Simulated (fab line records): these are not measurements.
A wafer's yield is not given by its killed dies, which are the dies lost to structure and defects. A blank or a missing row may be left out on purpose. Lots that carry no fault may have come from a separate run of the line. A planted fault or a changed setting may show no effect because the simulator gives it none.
Struck lot and sound lot, side by side | flow n5-finfet | 30 steps out of a route of 1938
Sound: the wafers L683.3, L683.4, L683.6. The struck wafers were L694.2, L694.3, L694.4. At the end, the cause is stated.
For every step that has rows: the tool of each side, followed by ch and its chambers, followed by its first start. Under that, the readings that differ: sound wafers | struck wafers | difference of the means | sigmas: that difference in standard deviations of wafers without a fault.
alike: same words and numbers on both sides, and readings whose means sit less than 2 such deviations apart. not compared: any withheld reading, any reading some wafer has no value for, any bound like >300 that may hide the same value, and any number with overlapping values for which the record gives no deviation.
A row with sigmas, a row that says differs or no value, or rows on one side alone: a step with any of these is where the two part. Non-overlapping numbers with no deviation appear without sigmas and do not part them. A reading that every wafer of one side lacks parts them only if that side has two wafers or more.

first, 11 steps without rows for these wafers: N5_BEOL_M4_SPUTTER_92 (material Cu, target thk 4.5 nm, time 8.29 s); N5_BEOL_M4_ANNEAL_93 (time 240 s); N5_BEOL_M4_SPUTTER_94 (material Cu, target thk 4.5 nm, time 8.29 s); N5_BEOL_M4_ANNEAL_95 (time 240 s); N5_BEOL_M4_SPUTTER_96 (material Cu, target thk 4.5 nm, time 8.29 s); N5_BEOL_M4_ECD_50 (material Cu, target thk 300 nm); N5_BEOL_M4_ANNEAL_51 (time 90 s); N5_BEOL_M4_CMP_52 (polishes, stops on SiOC, t overpolish 6.8 s, target thk 40 nm); N5_BEOL_M4_PRE_CLEAN_60 (time 15 s); N5_BEOL_M4_CO_CAP_55 (material Co, precursor CCTBA/H2, target thk 2 nm, time 102.1 s); N5_BEOL_M4_PRE_CLEAN_56 (time 15 s).
N5_BEOL_M4_DEP_57: deposits SiCN from 3MS/NH3, target thk 8 nm, time 14 s.
  sound on pecvd-04 ch 0,1, day 8 20:53; struck on pecvd-04 ch 0,1,2, day 11 12:31
  alike: chamber-pressure-Torr, showerhead-plenum-p-Torr, showerhead-vpp-V, throttle-valve-pct
N5_BEOL_M4_INSPECT_59: inspects for defects (darkfield).
  sound on defect-inspect-01 at day 8 20:59; struck on defect-inspect-02 at day 11 12:37
  reading          | sound    | struck       | difference | sigmas
  raw-defect-count | 64 65 60 | 941 965 1007 | +908       | +41
N5_BEOL_M4_RC_MEAS_101:
  sound on prober-02 ch 0, day 8 21:19; struck on prober-02 ch 0, day 11 12:47
  alike: DIBL_N, DIBL_P, IOFF_N, IOFF_P, ION_N, ION_P, SS_N, SS_P, VT_N, VT_P
then, 13 steps without rows for these wafers: N5_BEOL_M5_ILD_DEP_00 (deposits SiCOH lowk from DEMS/porogen, target thk 140.64 nm, time 25.9 s); N5_BEOL_M5_CURE_79 (cures SiCOH lowk, time 240 s); N5_BEOL_M5_PECVD_70 (deposits SiO2 from TEOS/O2, target thk 16 nm, time 18 s); N5_BEOL_M5_HM_DEP_02 (deposits TiN, target thk 20 nm); N5_BEOL_M5_COAT_59 (time 60 s, resist thk 60 nm); N5_BEOL_M5_COAT_60 (time 60 s, resist thk 12 nm); N5_BEOL_M5_COAT_71 (time 60 s, resist thk 5 nm); N5_BEOL_M5_COAT_05 (resist thk 30 nm); N5_BEOL_M5_EBR_07; N5_BEOL_M5_SOFTBAKE_06 (time 60 s); N5_BEOL_M5_EXPOSE_08 (exposes mask M5, target cd 28 nm); N5_BEOL_M5_PEB_09 (peb time 60 s); N5_BEOL_M5_DEVELOP_10 (develop time 30 s).
N5_BEOL_M5_INSPECT_13: inspects for defects (brightfield).
  sound on defect-inspect-02 at day 8 23:38; struck on defect-inspect-02 at day 11 15:41
  reading          | sound       | struck         | difference | sigmas
  raw-defect-count | 300 278 404 | 1228 1246 1312 | +935       | +11
then, 1 step without rows for these wafers: N5_BEOL_M5_DESCUM_16 (chemistry O2, time 7 s).
-- record jumps: 4 days separate the struck wafers' starts on either side; left off in module BEOL_M5, taken up again in module PASSIVATION, whose first shown step is the route's number 1936 --
N5_PASSIVATION_PROBE_49:
  the record has rows for the struck wafers here (prober-01, day 15 18:16) and none for the sound ones

WHERE THEY PART
Last at N5_PASSIVATION_PROBE_49 as far as this record goes, first at N5_BEOL_M4_INSPECT_59.

WHY: what had been put in by the simulator
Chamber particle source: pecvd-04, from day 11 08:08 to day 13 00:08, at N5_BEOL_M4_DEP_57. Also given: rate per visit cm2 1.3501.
